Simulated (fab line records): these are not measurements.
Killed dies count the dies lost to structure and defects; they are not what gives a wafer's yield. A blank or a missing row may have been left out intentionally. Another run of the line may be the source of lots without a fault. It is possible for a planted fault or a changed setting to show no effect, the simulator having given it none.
Problem report, 8D (eight disciplines) form, completed by code | flow n5 finfet | the parts of the form that need people (team, actions taken, sign-off) are left out

## 1. WHAT IS WRONG
At N5_BEOL_M6_COAT_05, spin speed rpm averages 1422.7 rpm over 6 wafers from 2 lots, while fault-free wafers read 1500.0 rpm, standard deviation 1.1. Relative to the usual mean, that is a shift of -70 standard deviations.
The step: resist thk 90 nm.
First seen on wafer L463.3, day 12 00:25, on litho track-05. Wafers with a number at this step in the record: 18, from 6 lots. Rule for "out", or "out of limits": more than 4 standard deviations from the usual mean. Any other wafer with a number is counted as sound.

## 2. WHAT THIS IS AND IS NOT
question                    | is                     | is not
which readings at this step | spin speed rpm         | chill plate temp C, exhaust pa
which lots                  | L463, L466             | L454, L457, L468, L472
which wafers of those lots  | all that have a number | -
read on which tools         | litho track-05         | litho track-02, litho track-04
when                        | from day 12 00:25      | up to then (6 sound wafers); but 6 sound wafers of L468, L472 came after

## 3. WHAT RULES OUT EACH SUSPECT
Counting: a tool stays on the suspect list if, at a process step up to the reading, it processed all lots that are out and no sound lot following the first of them.
- pecvd-02 at N5_BEOL_M6_PECVD_70 (deposits SiO2 from TEOS/O2, target thk 20 nm, time 22.7 s): ruled out as a lasting fault. Sound lots L468 ran on it after its first lot that is out, L463 (day 11 22:28).
- pvd sputter-01 at N5_BEOL_M6_HM_DEP_02 (deposits TiN, target thk 20 nm): ruled out as a lasting fault. Sound lots L472 ran on it after its first lot that is out, L463 (day 12 00:16).
- litho track-05 at N5_BEOL_M6_COAT_05 (resist thk 90 nm): kept. Every lot that is out went through it, starting with L463 (day 12 00:25), and after that it ran no sound lot; the last sound lot it ran before then is L457 (day 10 19:47). Its own readings are out on those wafers: spin speed rpm.
Remaining after the count: litho track-05 at N5_BEOL_M6_COAT_05.

## 4. THE CAUSE (what the simulator had put in)
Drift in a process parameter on litho track-05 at N5_BEOL_M6_COAT_05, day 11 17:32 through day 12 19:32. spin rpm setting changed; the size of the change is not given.
The count eliminated every tool but this one.

## 5. THE CHAIN OF EFFECTS, in route order
One row per reading whose mean, taken over the struck wafers that have a number, lies over 3 standard deviations from the usual. Only readings for which the record gives a usual standard deviation are gone through. hours: the time from each lot's start at the first step in this table that gives one to its start at this step, as a median over the lots. sigmas: the change in usual standard deviations.
hours | step               | reading        | usual      | on struck wafers | change | sigmas
0     | N5_BEOL_M6_COAT_05 | spin speed rpm | 1500.0 rpm | 1422.7           | -77.3  | -70
Here are the process steps it includes:
- N5_BEOL_M6_COAT_05: resist thk 90 nm.
At these later measuring or inspecting steps, every struck wafer for which the step has a row has a number for every such reading, and none has moved that far: N5_BEOL_M6_CD_MEAS_11, N5_BEOL_M6_OVL_MEAS_12, N5_BEOL_M6_INSPECT_13.

## 6. WHAT WOULD HAVE CAUGHT IT SOONER
In this record the first reading out of limits was taken at day 12 00:25, 7 hours after the fault began at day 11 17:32.
